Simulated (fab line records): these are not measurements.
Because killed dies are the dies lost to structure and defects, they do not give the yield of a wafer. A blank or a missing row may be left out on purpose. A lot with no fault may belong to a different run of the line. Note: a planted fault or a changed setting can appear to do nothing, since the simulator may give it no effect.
Struck lot and sound lot, side by side :: flow nand_harc :: 13 out of 1302 route steps
Sound: these wafers, L490.1, L490.4, L490.6. Struck: wafer L509.2 (left out: L509.1, L509.3 of the same lot, which were not struck); the cause appears at the end.
Order at every step that has rows: each side's tool, ch and its chambers, its first start. Under that, the readings that differ: sound wafers :: struck wafers :: difference of the means :: sigmas: that difference in standard deviations of wafers without a fault.
alike: readings with means less than 2 such deviations apart, plus words and numbers identical on both sides. not compared: withheld readings, readings lacking a value on some wafer, bounds such as >300 that could conceal the same value, and numbers that have no deviation in the record and whose values overlap.
Wherever a step has rows on one side only, a row that says differs or no value, or a row with sigmas, the two part there. Non-overlapping numbers with no deviation appear without sigmas and do not part them. Lack of a reading on every wafer of one side parts them only where that side has two or more wafers.

first, 6 steps without rows for these wafers: NHARC_A_STAIRCASE_SOFTBAKE_04 (time 170 s); NHARC_A_STAIRCASE_EBR_05; NHARC_A_STAIRCASE_EXPOSE_06 (exposes mask STAIR); NHARC_A_STAIRCASE_PEB_07 (peb time 130 s); NHARC_A_STAIRCASE_DEVELOP_08 (time 140 s); NHARC_A_STAIRCASE_HARDBAKE_10 (time 140 s).
NHARC_A_STAIRCASE_DESCUM_11: chemistry O2, time 3 s.
  sound on rie_diel-09 ch 2,3, day 15 23:05; struck on rie_diel-04 ch 2, day 24 11:43
reading: throttle_valve_pct (%)
sound: 11.320 11.306 11.332
struck: 11.302
difference: -0.017
sigmas: -2
  alike: drypump_motor_current_A, oes_product_au, rf_vpp_V, showerhead_plenum_p_Torr
  not compared: rf_hours_counter_h
NHARC_A_STAIRCASE_TRIM_12: chemistry O2, time 211.2 s.
  sound on rie_diel-09 ch 0,1,3, day 15 23:11; struck on rie_diel-04 ch 0, day 24 11:49
  alike: drypump_motor_current_A, oes_product_au, rf_vpp_V, run_length_s, showerhead_plenum_p_Torr, throttle_valve_pct
  not compared: rf_hours_counter_h
NHARC_A_STAIRCASE_ETCH_13: etches the open film in C4F8/O2, target depth 100 nm, time 40.5 s.
  sound on rie_diel-09 ch 0,2,3; struck on rie_diel-04 ch 2
  alike: oes_product_au, rf_vpp_V
  not compared: rf_hours_counter_h
NHARC_A_STAIRCASE_TRIM_14: chemistry O2, time 211.2 s.
  sound on rie_diel-09 ch 0,2,3; struck on rie_diel-04 ch 3
  alike: drypump_motor_current_A, oes_product_au, rf_vpp_V, run_length_s, showerhead_plenum_p_Torr, throttle_valve_pct
  not compared: rf_hours_counter_h
then, 1 step without rows for these wafers: NHARC_A_STAIRCASE_ETCH_15 (etches the open film in C4F8/O2, target depth 100 nm, time 40.5 s).
NHARC_A_STAIRCASE_TRIM_16: chemistry O2, time 211.2 s.
  sound on rie_diel-09 ch 1,2,3, day 15 23:39; struck on rie_diel-04 ch 0, day 24 12:21
reading: oes_product_au (a.u.)
sound: 1.008 1.028 1.008
struck: 0.994
difference: -0.021
sigmas: -2

reading: run_length_s (s)
sound: 232.2 233.2 232.7
struck: 291.2
difference: +58.5
sigmas: +99 or more
  alike: drypump_motor_current_A, rf_vpp_V, showerhead_plenum_p_Torr, throttle_valve_pct
  not compared: rf_hours_counter_h
NHARC_A_STAIRCASE_ETCH_17: etches the open film in C4F8/O2, target depth 100 nm, time 40.5 s.
  sound on rie_diel-09 ch 1,2; struck on rie_diel-04 ch 3
reading: oes_product_au (a.u.)
sound: 0.960 0.952 0.961
struck: 0.933
difference: -0.025
sigmas: -2
  alike: rf_vpp_V
  not compared: rf_hours_counter_h

== WHERE THEY PART ==
Last at NHARC_A_STAIRCASE_ETCH_17 as far as this record goes, first at NHARC_A_STAIRCASE_DESCUM_11.

WHY: whatever the simulator had introduced
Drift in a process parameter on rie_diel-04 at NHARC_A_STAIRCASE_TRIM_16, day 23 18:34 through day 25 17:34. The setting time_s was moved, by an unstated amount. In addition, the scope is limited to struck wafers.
